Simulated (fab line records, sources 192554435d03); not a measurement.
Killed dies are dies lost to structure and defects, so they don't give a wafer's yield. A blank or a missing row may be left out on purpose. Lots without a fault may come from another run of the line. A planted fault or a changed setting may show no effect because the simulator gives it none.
fab line records | flow n5_finfet
record lots=24 wafers=72 last_day=17
route steps=1938 shown FIN_CUT@167 STI_FIN_REVEAL@183 DUMMY_GATE@219
lots that met no fault: from a run of the same line without faults
start_h: hours from the record's first day to the start of the lot's first wafer shown | wait_h: hours since the lot's step before | " the same as in the row above | L1.1+2: a row that stands for several wafers | - no value, or no start given | * or withheld: withheld | < > ~ a bound
route shown NAME@n: a module of which the file shows steps, and the number in the route of the first | usual: mean/standard deviation of fault-free wafers | same: alike in all rows | chamber/n: place in a boat | sites: the reading at each site | _std_site: their standard deviation | _edge_site: outer sites' mean less inner sites' | radius_mm: how far each site lies from the wafer's centre | mask NAME#n: copy n | behind: the tool/chamber that last shaped the wafer | hold: why the lot was held/for how many hours/how that ended | device: the transistor (n, p or np) that didn't switch | end of line: the same wafers' tests at the end of the route | a step without rows: its recipe alone | killed: dies lost to structure and defects at the first sort, not the wafer's yield | map: a wafer's dies, x killed, . not, _ none there
set.NAME: the setting as run; set.NAME@STEP: as run at that earlier step | model.NAME: the simulator's own value behind a step, which no gauge read
steps of the route over a sample of lots; a table a step, a row a wafer
services: from which hour (start_h, from the record's first day; less than 0 if before it) a tool's chamber was out of use, for how many hours, and why
## steps
# step N5_FIN_CUT_ETCH_30
# recipe chemistry=N2/H2 target=underlayer target_depth_a=130 mask_material=CAR-EUV time_s=10.4 ion_energy_ev=200 pressure_mtorr=30 source_w=840 bias_w=150 n2_flow_sccm=200 h2_flow_sccm=200 ends=cleared
# usual drypump_motor_current_A=5.8/0.64 etch_rf_on_time_s=10.37/0.16 oes_product_au=0.65/0.063 rf_vpp_V=523.6/3 showerhead_plenum_p_Torr=2.54/0.1 throttle_valve_pct=17.88/0.24
# columns lot.wafer tool chamber start_h wait_h drypump_motor_current_A etch_rf_on_time_s oes_product_au rf_hours_counter_h rf_vpp_V showerhead_plenum_p_Torr throttle_valve_pct
L074.2 rie_diel-01 2 27.21 0.0 6.4 10.10 0.68 131 526.3 2.66 18.21
L074.5 " 2 " " 6.4 10.20 0.67 - 526.1 2.66 18.21
L074.6 " 1 " " 5.8 10.34 0.58 - 519.6 2.40 17.91
L075.3 rie_diel-01 1 32.83 0.0 5.8 10.44 0.58 239 520.1 2.40 17.92
L075.4 " 0 " " 6.0 10.19 0.61 201 525.5 2.64 17.98
L075.5 " 3 " " 4.9 10.40 0.60 - 526.5 2.63 17.79
L076.2 rie_diel-05 3 38.11 0.0 6.8 10.28 0.70 100 520.7 2.47 17.79
L076.4 " 2 " " 6.2 10.50 0.64 - 521.0 2.44 17.83
L076.6 " 3 " " 6.8 10.26 0.70 - 521.8 2.47 17.79
L077.1 rie_diel-05 3 45.64 0.0 6.8 10.26 0.69 103 519.8 2.47 17.80
L077.3 " 1 " " 6.0 10.58 0.59 212 523.6 2.53 18.29
L077.5 " 3 " " 6.8 10.28 0.69 - 521.4 2.47 17.78
L078.1 rie_diel-03 0 52.30 0.0 5.4 10.27 0.63 187 526.3 2.62 17.82
L078.3 " 3 " " 5.3 10.27 0.70 81 518.7 2.37 17.62
L078.6 " 0 " " 5.4 10.25 0.63 - 524.8 2.63 17.82
L079.1 rie_diel-01 0 58.62 0.0 6.0 10.38 0.60 209 524.4 2.63 18.00
L079.4 " 1 " " 5.8 10.56 0.57 248 521.1 2.40 17.94
L079.6 " 1 " " 5.8 10.47 0.57 - 518.9 2.40 17.95
L080.1 rie_diel-05 2 62.50 0.0 6.2 10.36 0.63 141 521.0 2.44 17.86
L080.3 " 1 " " 6.0 10.37 0.60 217 522.2 2.53 18.29
L080.6 " 3 " " 6.8 10.12 0.69 - 522.2 2.46 17.80
L081.1 rie_diel-03 1 68.81 0.0 5.4 10.48 0.64 151 528.3 2.65 17.67
L081.4 " 2 " " 5.2 10.66 0.66 114 527.0 2.66 17.62
L081.6 " 3 " " 5.2 10.45 0.69 - 518.3 2.37 17.62
L082.1 rie_diel-01 0 75.71 0.0 6.0 10.37 0.61 214 526.3 2.63 18.02
L082.4 " 2 " " 6.4 10.24 0.66 - 527.1 2.66 18.24
L082.6 " 0 " " 6.0 10.34 0.61 - 526.5 2.63 18.00
L083.1 rie_diel-01 2 80.53 0.0 6.3 10.38 0.65 148 526.7 2.66 18.24
L083.2 " 0 " " 6.0 10.32 0.61 216 525.7 2.63 18.04
L083.4 " 2 " " 6.4 10.30 0.66 - 527.6 2.66 18.25
L084.3 rie_diel-03 0 87.30 0.0 5.4 10.40 0.62 198 527.5 2.62 17.85
L084.5 " 3 " " 5.3 10.44 0.69 - 519.4 2.37 17.61
L084.6 " 2 " " 5.1 10.45 0.65 - 526.2 2.66 17.64
L085.2 rie_diel-05 2 95.84 0.0 6.2 10.56 0.63 150 520.2 2.44 17.88
L085.4 " 2 " " 6.2 10.60 0.63 - 521.1 2.44 17.88
L085.6 " 0 " " 4.7 10.28 0.80 - 522.1 2.49 17.52
L086.1 rie_diel-05 3 101.98 0.0 6.8 10.12 0.69 119 523.2 2.46 17.82
L086.2 " 0 " " 4.7 10.01 0.80 12 520.8 2.49 17.54
L086.4 " 2 " " 6.2 10.45 0.63 152 519.7 2.44 17.88
L087.2 rie_diel-05 1 106.72 0.0 6.0 10.56 0.59 227 522.6 2.52 18.33
L087.5 " 2 " " 6.2 10.68 0.62 - 520.2 2.44 17.89
L087.6 " 1 " " 6.0 10.56 0.59 - 521.6 2.52 18.31
L088.2 rie_diel-03 0 112.77 0.0 5.3 10.24 0.62 208 524.8 2.62 17.84
L088.3 " 3 " " 5.3 10.36 0.68 102 519.5 2.36 17.66
L088.5 " 3 " " 5.2 10.38 0.68 - 520.3 2.36 17.66
L089.2 rie_diel-05 1 117.02 0.0 6.0 10.57 0.59 231 523.4 2.52 18.31
L089.3 " 2 " " 6.2 10.55 0.62 154 519.0 2.44 17.89
L089.6 " 0 " " 4.7 10.13 0.80 - 521.6 2.49 17.54
L090.1 rie_diel-03 0 124.06 0.0 5.4 10.30 0.62 213 526.6 2.61 17.87
L090.3 " 3 " " 5.2 10.31 0.67 108 518.4 2.36 17.67
L090.6 " 3 " " 5.2 10.31 0.68 - 517.7 2.36 17.64
L091.4 rie_diel-01 0 129.09 0.0 6.0 10.28 0.60 234 525.3 2.62 18.06
L091.5 " 3 " " 4.9 10.51 0.58 - 524.4 2.62 17.83
L091.6 " 0 " " 6.0 10.36 0.60 - 525.6 2.62 18.08
L092.1 rie_diel-01 1 135.83 0.0 5.8 10.09 0.81 16 528.0 2.71 17.52
L092.4 " 0 " " 6.0 10.45 0.60 - 524.1 2.62 18.07
L092.6 " 2 " " 6.4 10.23 0.65 - 525.9 2.65 18.27
L093.1 rie_diel-05 1 141.41 0.0 6.0 10.59 0.58 239 523.8 2.52 18.36
L093.4 " 3 " " 6.8 10.29 0.67 132 523.8 2.45 17.85
L093.5 " 2 " " 6.2 10.51 0.62 - 521.3 2.43 17.90
L094.2 rie_diel-05 1 147.84 0.0 6.0 10.49 0.58 241 522.0 2.52 18.35
L094.3 " 3 " " 6.8 10.23 0.67 134 521.6 2.45 17.84
L094.4 " 0 " " 4.7 10.02 0.77 28 521.5 2.48 17.55
L095.1 rie_diel-03 3 153.44 0.0 5.2 10.40 0.67 116 517.9 2.36 17.66
L095.3 " 0 " " 5.4 10.38 0.61 221 525.1 2.61 17.86
L095.4 " 2 " " 5.2 10.57 0.64 143 526.8 2.65 17.69
L096.2 rie_diel-05 2 158.73 0.0 6.2 10.61 0.61 167 520.8 2.43 17.91
L096.3 " 1 " " 6.0 10.55 0.58 244 522.7 2.51 18.35
L096.6 " 2 " " 6.2 10.57 0.61 - 520.5 2.43 17.91
L097.1 rie_diel-01 3 164.66 0.0 4.9 10.58 0.57 246 525.7 2.61 17.84
L097.4 " 2 " " 6.4 10.30 0.64 178 526.2 2.64 18.29
L097.5 " 3 " " 4.9 10.63 0.57 - 525.3 2.61 17.85
# step N5_FIN_CUT_STRIP_24
# recipe chemistry=CF4 resist=SiARC power_w=300 bias_power_w=75 pressure_mtorr=50 cf4_flow_sccm=150 rf_frequency_hz=6e+07
# usual drypump_motor_current_A=5.8/0.63 oes_product_au=0.75/0.066 rf_vpp_V=271.2/1.8 showerhead_plenum_p_Torr=1.79/0.067 throttle_valve_pct=13.61/0.19
# columns lot.wafer tool chamber start_h wait_h drypump_motor_current_A oes_product_au rf_hours_counter_h rf_vpp_V showerhead_plenum_p_Torr throttle_valve_pct
L074.2 rie_diel-01 2 27.60 0.0 6.3 0.78 131 273.8 1.87 13.76
L074.5 " 2 " " 6.3 0.77 - 271.2 1.87 13.79
L074.6 " 1 " " 5.8 0.67 - 268.7 1.70 13.77
L075.3 rie_diel-01 1 33.21 0.0 5.8 0.68 240 268.6 1.70 13.78
L075.4 " 0 " " 6.0 0.71 201 273.1 1.85 13.76
L075.5 " 3 " " 4.8 0.70 - 272.3 1.85 13.60
L076.2 rie_diel-05 3 38.49 0.0 6.7 0.80 100 270.6 1.74 13.50
L076.4 " 2 " " 6.2 0.74 - 269.8 1.73 13.65
L076.6 " 3 " " 6.8 0.80 - 270.0 1.74 13.51
L077.1 rie_diel-05 3 46.02 0.0 6.7 0.79 103 270.0 1.73 13.52
L077.3 " 1 " " 6.0 0.69 212 270.7 1.78 13.84
L077.5 " 3 " " 6.8 0.80 - 270.7 1.73 13.51
L078.1 rie_diel-03 0 52.68 0.0 5.4 0.73 188 272.3 1.86 13.52
L078.3 " 3 " " 5.2 0.81 81 266.8 1.69 13.37
L078.6 " 0 " " 5.4 0.73 - 272.2 1.86 13.54
L079.1 rie_diel-01 0 59.00 0.0 6.0 0.71 209 273.1 1.85 13.77
L079.4 " 1 " " 5.8 0.66 248 268.9 1.69 13.79
L079.6 " 1 " " 5.8 0.66 - 269.8 1.69 13.78
L080.1 rie_diel-05 2 62.88 0.0 6.2 0.74 142 269.0 1.72 13.64
L080.3 " 1 " " 6.0 0.69 217 271.2 1.77 13.84
L080.6 " 3 " " 6.8 0.79 - 270.6 1.73 13.53
L081.1 rie_diel-03 1 69.19 0.0 5.4 0.75 152 273.9 1.86 13.42
L081.4 " 2 " " 5.1 0.77 115 273.6 1.87 13.44
L081.6 " 3 " " 5.2 0.80 - 268.9 1.68 13.39
L082.1 rie_diel-01 0 76.09 0.0 6.0 0.70 215 271.6 1.85 13.79
L082.4 " 2 " " 6.3 0.76 - 271.7 1.86 13.82
L082.6 " 0 " " 6.0 0.71 - 273.3 1.85 13.77
L083.1 rie_diel-01 2 80.92 0.0 6.3 0.76 148 271.5 1.86 13.81
L083.2 " 0 " " 6.0 0.70 217 274.2 1.85 13.80
L083.4 " 2 " " 6.3 0.76 - 271.8 1.86 13.83
L084.3 rie_diel-03 0 87.68 0.0 5.4 0.72 199 273.4 1.86 13.56
L084.5 " 3 " " 5.2 0.79 - 268.2 1.68 13.39
L084.6 " 2 " " 5.2 0.77 - 272.5 1.87 13.45
L085.2 rie_diel-05 2 96.23 0.0 6.2 0.74 150 269.1 1.72 13.67
L085.4 " 2 " " 6.2 0.73 - 270.1 1.72 13.67
L085.6 " 0 " " 4.7 0.92 - 270.4 1.76 13.26
L086.1 rie_diel-05 3 102.36 0.0 6.8 0.78 119 269.5 1.73 13.55
L086.2 " 0 " " 4.7 0.91 12 271.7 1.76 13.25
L086.4 " 2 " " 6.2 0.73 152 269.8 1.72 13.67
L087.2 rie_diel-05 1 107.10 0.0 6.0 0.68 227 271.0 1.77 13.88
L087.5 " 2 " " 6.2 0.73 - 270.9 1.72 13.67
L087.6 " 1 " " 6.0 0.69 - 270.1 1.77 13.86
L088.2 rie_diel-03 0 113.15 0.0 5.4 0.71 208 271.5 1.85 13.58
L088.3 " 3 " " 5.2 0.78 102 267.6 1.68 13.41
L088.5 " 3 " " 5.2 0.79 - 266.9 1.68 13.42
L089.2 rie_diel-05 1 117.40 0.0 6.0 0.68 231 271.1 1.77 13.89
L089.3 " 2 " " 6.2 0.73 154 270.7 1.72 13.67
L089.6 " 0 " " 4.7 0.90 - 271.1 1.76 13.26
L090.1 rie_diel-03 0 124.44 0.0 5.4 0.71 214 271.4 1.85 13.60
L090.3 " 3 " " 5.3 0.78 108 269.7 1.68 13.43
L090.6 " 3 " " 5.2 0.78 - 268.6 1.68 13.43
L091.4 rie_diel-01 0 129.47 0.0 6.0 0.69 234 273.1 1.84 13.82
L091.5 " 3 " " 4.9 0.68 - 271.2 1.84 13.68
L091.6 " 0 " " 6.0 0.69 - 271.8 1.84 13.83
L092.1 rie_diel-01 1 136.21 0.0 5.8 0.92 16 273.3 1.90 13.26
L092.4 " 0 " " 6.0 0.69 - 273.1 1.84 13.85
L092.6 " 2 " " 6.4 0.74 - 272.3 1.86 13.85
L093.1 rie_diel-05 1 141.80 0.0 6.0 0.68 239 269.9 1.77 13.91
L093.4 " 3 " " 6.8 0.77 132 269.4 1.73 13.59
L093.5 " 2 " " 6.2 0.72 - 269.6 1.72 13.69
L094.2 rie_diel-05 1 148.22 0.0 6.0 0.68 241 270.5 1.77 13.91
L094.3 " 3 " " 6.8 0.76 134 270.7 1.73 13.60
L094.4 " 0 " " 4.7 0.88 28 269.5 1.75 13.30
L095.1 rie_diel-03 3 153.82 0.0 5.2 0.77 116 269.7 1.68 13.45
L095.3 " 0 " " 5.4 0.70 221 274.4 1.85 13.62
L095.4 " 2 " " 5.2 0.75 143 273.8 1.86 13.51
L096.2 rie_diel-05 2 159.11 0.0 6.2 0.71 167 270.8 1.72 13.70
L096.3 " 1 " " 6.0 0.68 244 272.2 1.77 13.91
L096.6 " 2 " " 6.2 0.72 - 269.5 1.72 13.70
L097.1 rie_diel-01 3 165.04 0.0 4.9 0.67 246 270.8 1.84 13.69
L097.4 " 2 " " 6.4 0.74 178 273.6 1.85 13.90
L097.5 " 3 " " 4.9 0.67 - 271.4 1.84 13.66
# step N5_FIN_CUT_PRECLEAN_35
# recipe time_s=13.3 temp_c=45 pressure_torr=125 p_hf_torr=3 p_coreactant_torr=25 chemistry=vHF
# usual drypump_motor_current_A=5.9/0.38
# columns lot.wafer tool chamber start_h wait_h drypump_motor_current_A
L074.2 vapor_etch-01 1 27.73 0.0 6.4
L074.5 " 0 " " 5.9
L074.6 " 1 " " 6.4
L075.3 vapor_etch-02 1 33.66 0.4 5.3
L075.4 " 0 " " 5.7
L075.5 " 0 " " 5.7
L076.2 vapor_etch-02 0 38.62 0.0 5.7
L076.4 " 0 " " 5.7
L076.6 " 0 " " 5.7
L077.1 vapor_etch-01 0 46.15 0.0 5.9
L077.3 " 1 " " 6.4
L077.5 " 1 " " 6.4
L078.1 vapor_etch-02 0 52.81 0.0 5.7
L078.3 " 1 " " 5.3
L078.6 " 0 " " 5.7
L079.1 vapor_etch-01 1 59.13 0.0 6.4
L079.4 " 1 " " 6.4
L079.6 " 1 " " 6.4
L080.1 vapor_etch-02 1 63.02 0.0 5.3
L080.3 " 1 " " 5.3
L080.6 " 1 " " 5.3
L081.1 vapor_etch-02 0 69.33 0.0 5.7
L081.4 " 1 " " 5.3
L081.6 " 1 " " 5.3
L082.1 vapor_etch-01 0 76.23 0.0 5.9
L082.4 " 0 " " 5.9
L082.6 " 1 " " 6.4
L083.1 vapor_etch-02 0 81.05 0.0 5.7
L083.2 " 1 " " 5.3
L083.4 " 1 " " 5.3
L084.3 vapor_etch-01 1 87.83 0.1 6.4
L084.5 " 1 " " 6.3
L084.6 " 0 " " 5.9
L085.2 vapor_etch-02 1 96.36 0.0 5.3
L085.4 " 1 " " 5.3
L085.6 " 0 " " 5.7
L086.1 vapor_etch-01 0 102.50 0.0 5.9
L086.2 " 1 " " 6.4
L086.4 " 1 " " 6.4
L087.2 vapor_etch-02 0 107.23 0.0 5.7
L087.5 " 0 " " 5.7
L087.6 " 1 " " 5.3
L088.2 vapor_etch-01 0 113.29 0.0 5.9
L088.3 " 0 " " 5.9
L088.5 " 1 " " 6.4
L089.2 vapor_etch-01 0 117.54 0.1 5.9
L089.3 " 0 " " 5.9
L089.6 " 1 " " 6.4
L090.1 vapor_etch-01 0 124.57 0.0 5.9
L090.3 " 1 " " 6.4
L090.6 " 0 " " 5.9
L091.4 vapor_etch-02 0 129.63 0.1 5.7
L091.5 " 1 " " 5.3
L091.6 " 0 " " 5.7
L092.1 vapor_etch-01 1 136.34 0.0 6.4
L092.4 " 1 " " 6.4
L092.6 " 1 " " 6.4
L093.1 vapor_etch-01 1 141.93 0.0 6.4
L093.4 " 1 " " 6.4
L093.5 " 0 " " 5.9
L094.2 vapor_etch-01 0 148.35 0.0 5.9
L094.3 " 1 " " 6.4
L094.4 " 0 " " 5.9
L095.1 vapor_etch-01 1 153.96 0.0 6.4
L095.3 " 1 " " 6.4
L095.4 " 0 " " 5.9
L096.2 vapor_etch-01 0 159.24 0.0 5.9
L096.3 " 0 " " 5.9
L096.6 " 0 " " 5.9
L097.1 vapor_etch-02 0 165.17 0.0 5.7
L097.4 " 1 " " 5.3
L097.5 " 1 " " 5.3
# step N5_STI_FIN_REVEAL_ALD_00
# recipe material=SiO2 target_thk_a=10 temp_c=300 ald_precursor_family=BDEAS ald_co_reactant=O2-plasma pulse_time_s=1 pressure_torr=2
# usual heater_power_outer_w=248/35 heater_power_w=453/53 precursor_pulse_height_rel=1.002/0.022
# same pulse_time_s=1
# columns lot.wafer tool chamber start_h wait_h heater_power_outer_w heater_power_w precursor_pulse_height_rel
L074.2 ald_sin-01 1 28.89 0.8 315 553 0.980
L074.5 " 1 " " 316 546 0.988
L074.6 " 2 " " 277 459 1.040
L075.3 ald_sin-03 2 34.03 0.0 191 362 0.979
L075.4 " 3 " " 217 390 0.974
L075.5 " 2 " " 189 358 1.038
L076.2 ald_sin-03 0 39.37 0.3 294 515 1.013
L076.4 " 3 " " 210 366 1.008
L076.6 " 1 " " 231 440 0.970
L077.1 ald_sin-02 1 46.55 0.0 236 435 1.011
L077.3 " 3 " " 251 467 1.017
L077.5 " 1 " " 237 428 1.017
L078.1 ald_sin-03 0 54.58 1.4 291 508 1.025
L078.3 " 3 " " 215 379 0.994
L078.6 " 2 " " 195 369 1.012
L079.1 ald_sin-01 0 59.53 0.0 220 403 1.018
L079.4 " 1 " " 317 561 1.036
L079.6 " 1 " " 321 543 0.981
L080.1 ald_sin-02 0 63.45 0.0 264 501 1.010
L080.3 " 3 " " 263 472 1.002
L080.6 " 1 " " 241 432 1.013
L081.1 ald_sin-03 0 69.72 0.0 289 528 0.970
L081.4 " 1 " " 238 454 0.999
L081.6 " 1 " " 236 446 1.019
L082.1 ald_sin-01 3 76.71 0.0 223 425 1.036
L082.4 " 0 " " 214 410 0.986
L082.6 " 1 " " 318 536 1.044
L083.1 ald_sin-01 3 81.77 0.2 226 422 0.990
L083.2 " 0 " " 218 411 0.996
L083.4 " 1 " " 319 543 0.986
L084.3 ald_sin-02 1 88.39 0.0 234 442 1.046
L084.5 " 2 " " 274 494 0.983
L084.6 " 1 " " 235 426 1.020
L085.2 ald_sin-03 2 98.93 2.2 188 362 0.994
L085.4 " 0 " " 296 514 0.970
L085.6 " 1 " " 241 440 0.990
L086.1 ald_sin-02 3 102.92 0.0 254 467 1.022
L086.2 " 0 " " 262 503 0.990
L086.4 " 2 " " 269 495 1.027
L087.2 ald_sin-02 3 107.63 0.0 263 472 1.018
L087.5 " 3 " " 264 466 1.000
L087.6 " 2 " " 271 483 1.016
L088.2 ald_sin-03 0 113.69 0.0 286 506 0.986
L088.3 " 3 " " 216 395 0.988
L088.5 " 1 " " 239 452 0.954
L089.2 ald_sin-03 2 117.95 0.0 185 366 0.980
L089.3 " 1 " " 239 447 1.000
L089.6 " 1 " " 239 451 0.986
L090.1 ald_sin-01 0 124.99 0.0 196 384 0.977
L090.3 " 2 " " 291 481 1.016
L090.6 " 2 " " 283 475 0.960
L091.4 ald_sin-01 0 130.06 0.0 198 379 0.990
L091.5 " 0 " " 202 385 1.045
L091.6 " 3 " " 210 409 1.020
L092.1 ald_sin-03 2 137.07 0.0 185 359 0.993
L092.4 " 1 " " 244 457 1.028
L092.6 " 2 " " 192 365 1.017
L093.1 ald_sin-02 0 142.58 0.2 261 501 1.019
L093.4 " 1 " " 233 422 1.031
L093.5 " 3 " " 256 461 0.986
L094.2 ald_sin-02 0 148.76 0.0 263 502 0.983
L094.3 " 2 " " 273 501 0.991
L094.4 " 1 " " 240 437 1.054
L095.1 ald_sin-03 1 154.43 0.0 235 459 1.031
L095.3 " 2 " " 193 366 1.017
L095.4 " 0 " " 286 509 1.026
L096.2 ald_sin-02 2 159.64 0.0 272 497 1.008
L096.3 " 1 " " 239 420 1.025
L096.6 " 3 " " 254 464 1.004
L097.1 ald_sin-01 2 165.58 0.0 288 480 0.997
L097.4 " 3 " " 210 403 0.962
L097.5 " 2 " " 294 478 1.000
# step N5_DUMMY_GATE_THK_MEAS_05
# usual thk_nm=72.1/0.93
# columns lot.wafer tool chamber start_h wait_h thk_nm
L074.2 film_metro-02 - 41.77 0.1 71.0
L074.5 " - " " 71.6
L074.6 " - " " 72.9
L075.3 film_metro-02 - 47.34 0.2 72.7
L075.4 " - " " 73.1
L075.5 " - " " 72.3
L076.2 film_metro-02 - 53.04 0.1 73.2
L076.4 " - " " 72.3
L076.6 " - " " 73.1
L077.1 film_metro-02 - 60.59 0.1 71.7
L077.3 " - " " 73.5
L077.5 " - " " 72.3
L078.1 film_metro-02 - 67.48 0.1 71.0
L078.3 " - " " 70.3
L078.6 " - " " 70.4
L079.1 film_metro-02 - 72.70 0.2 73.4
L079.4 " - " " 71.5
L079.6 " - " " 72.7
L080.1 film_metro-02 - 76.41 0.2 73.0
L080.3 " - " " 71.7
L080.6 " - " " 72.8
L081.1 film_metro-02 - 82.58 0.2 70.8
L081.4 " - " " 72.8
L081.6 " - " " 73.6
L082.1 film_metro-02 - 89.94 0.2 72.2
L082.4 " - " " 72.5
L082.6 " - " " 72.5
L083.1 film_metro-02 - 94.89 0.2 70.4
L083.2 " - " " 71.4
L083.4 " - " " 71.0
L084.3 film_metro-02 - 102.47 0.1 73.3
L084.5 " - " " 73.2
L084.6 " - " " 70.5
L085.2 film_metro-01 - 112.40 0.2 73.2
L085.4 " - " " 71.7
L085.6 " - " " 73.9
L086.1 film_metro-02 - 115.96 0.1 70.7
L086.2 " - " " 73.2
L086.4 " - " " 71.9
L087.2 film_metro-02 - 120.85 0.1 72.2
L087.5 " - " " 73.6
L087.6 " - " " 72.6
L088.2 film_metro-01 - 128.49 0.2 71.7
L088.3 " - " " 71.2
L088.5 " - " " 73.0
L089.2 film_metro-01 - 130.89 0.2 72.7
L089.3 " - " " 71.0
L089.6 " - " " 72.4
L090.1 film_metro-01 - 138.26 0.1 72.2
L090.3 " - " " 71.4
L090.6 " - " " 71.2
L091.4 film_metro-01 - 143.01 0.1 71.4
L091.5 " - " " 70.5
L091.6 " - " " 71.2
L092.1 film_metro-02 - 149.93 0.1 70.6
L092.4 " - " " 72.0
L092.6 " - " " 71.7
L093.1 film_metro-01 - 155.76 0.2 72.2
L093.4 " - " " 71.3
L093.5 " - " " 71.7
L094.2 film_metro-01 - 163.67 0.2 71.6
L094.3 " - " " 73.2
L094.4 " - " " 73.8
L095.1 film_metro-01 - 167.99 0.1 71.7
L095.3 " - " " 71.9
L095.4 " - " " 71.7
L096.2 film_metro-02 - 173.22 0.1 71.5
L096.3 " - " " 71.4
L096.6 " - " " 71.9
L097.1 film_metro-02 - 178.71 0.2 72.1
L097.4 " - " " 74.3
L097.5 " - " " 72.5
# step N5_DUMMY_GATE_INSPECT_17
# recipe mode=adi inspect_instrument=brightfield
# usual raw_defect_count=183/42
# columns lot.wafer tool chamber start_h wait_h raw_defect_count
L074.2 defect_inspect-02 - 46.17 0.0 196
L074.5 " - " " 166
L074.6 " - " " 211
L075.3 defect_inspect-02 - 51.76 0.0 110
L075.4 " - " " 185
L075.5 " - " " 137
L076.2 defect_inspect-02 - 57.57 0.0 228
L076.4 " - " " 245
L076.6 " - " " 160
L077.1 defect_inspect-01 - 64.98 0.1 199
L077.3 " - " " 146
L077.5 " - " " 148
L078.1 defect_inspect-01 - 73.84 0.1 168
L078.3 " - " " 168
L078.6 " - " " 178
L079.1 defect_inspect-01 - 77.74 0.1 255
L079.4 " - " " 142
L079.6 " - " " 223
L080.1 defect_inspect-02 - 80.80 0.1 134
L080.3 " - " " 219
L080.6 " - " " 175
L081.1 defect_inspect-02 - 86.97 0.1 184
L081.4 " - " " 187
L081.6 " - " " 124
L082.1 defect_inspect-02 - 94.47 0.1 275
L082.4 " - " " 247
L082.6 " - " " 260
L083.1 defect_inspect-02 - 99.40 0.1 181
L083.2 " - " " 210
L083.4 " - " " 179
L084.3 defect_inspect-01 - 106.98 0.0 163
L084.5 " - " " 214
L084.6 " - " " 231
L085.2 defect_inspect-02 - 116.92 0.0 244
L085.4 " - " " 179
L085.6 " - " " 190
L086.1 defect_inspect-02 - 120.47 0.1 205
L086.2 " - " " 214
L086.4 " - " " 255
L087.2 defect_inspect-01 - 125.37 0.0 215
L087.5 " - " " 188
L087.6 " - " " 228
L088.2 defect_inspect-02 - 133.05 0.1 153
L088.3 " - " " 182
L088.5 " - " " 198
L089.2 defect_inspect-02 - 135.27 0.0 186
L089.3 " - " " 149
L089.6 " - " " 185
L090.1 defect_inspect-02 - 142.79 0.1 179
L090.3 " - " " 270
L090.6 " - " " 186
L091.4 defect_inspect-02 - 147.40 0.0 280
L091.5 " - " " 172
L091.6 " - " " 131
L092.1 defect_inspect-01 - 156.29 0.1 130
L092.4 " - " " 256
L092.6 " - " " 119
L093.1 defect_inspect-02 - 160.15 0.1 172
L093.4 " - " " 150
L093.5 " - " " 139
L094.2 defect_inspect-02 - 168.07 0.0 190
L094.3 " - " " 227
L094.4 " - " " 185
L095.1 defect_inspect-01 - 172.40 0.1 172
L095.3 " - " " 218
L095.4 " - " " 151
L096.2 defect_inspect-02 - 179.69 0.0 221
L096.3 " - " " 124
L096.6 " - " " 150
L097.1 defect_inspect-01 - 183.24 0.1 161
L097.4 " - " " 149
L097.5 " - " " 145
## services
# columns tool chamber start_h hours kind
rie_diel-05 0 32.03 - clean
rie_diel-05 0 32.03 - consumable_replace:focus_ring
rie_diel-05 0 32.03 23.1 scheduled_down
rie_diel-05 0 32.03 23.1 vent_cycle
vapor_etch-01 - 32.47 1.6 repair
ald_sin-02 0 35.67 2.5 repair
ald_sin-01 - 41.34 4.3 pm
ald_sin-01 0 46.17 8.2 repair
vapor_etch-01 1 49.26 1.0 repair
vapor_etch-02 - 56.22 0.9 repair
rie_diel-05 - 61.15 0.7 repair
rie_diel-01 1 67.90 - clean
rie_diel-01 1 67.90 - consumable_replace:focus_ring
rie_diel-05 - 76.88 0.9 repair
ald_sin-02 3 85.14 14.9 repair
ald_sin-01 - 85.25 14.0 pm
rie_diel-03 1 95.95 26.3 repair
rie_diel-05 2 110.34 6.6 repair
ald_sin-01 1 125.40 1.6 repair
rie_diel-05 - 125.78 2.8 pm
rie_diel-01 3 132.83 3.4 repair
rie_diel-03 - 137.82 2.8 pm
vapor_etch-01 - 164.29 0.5 repair
ald_sin-01 0 165.18 1.3 repair
## key
fault none
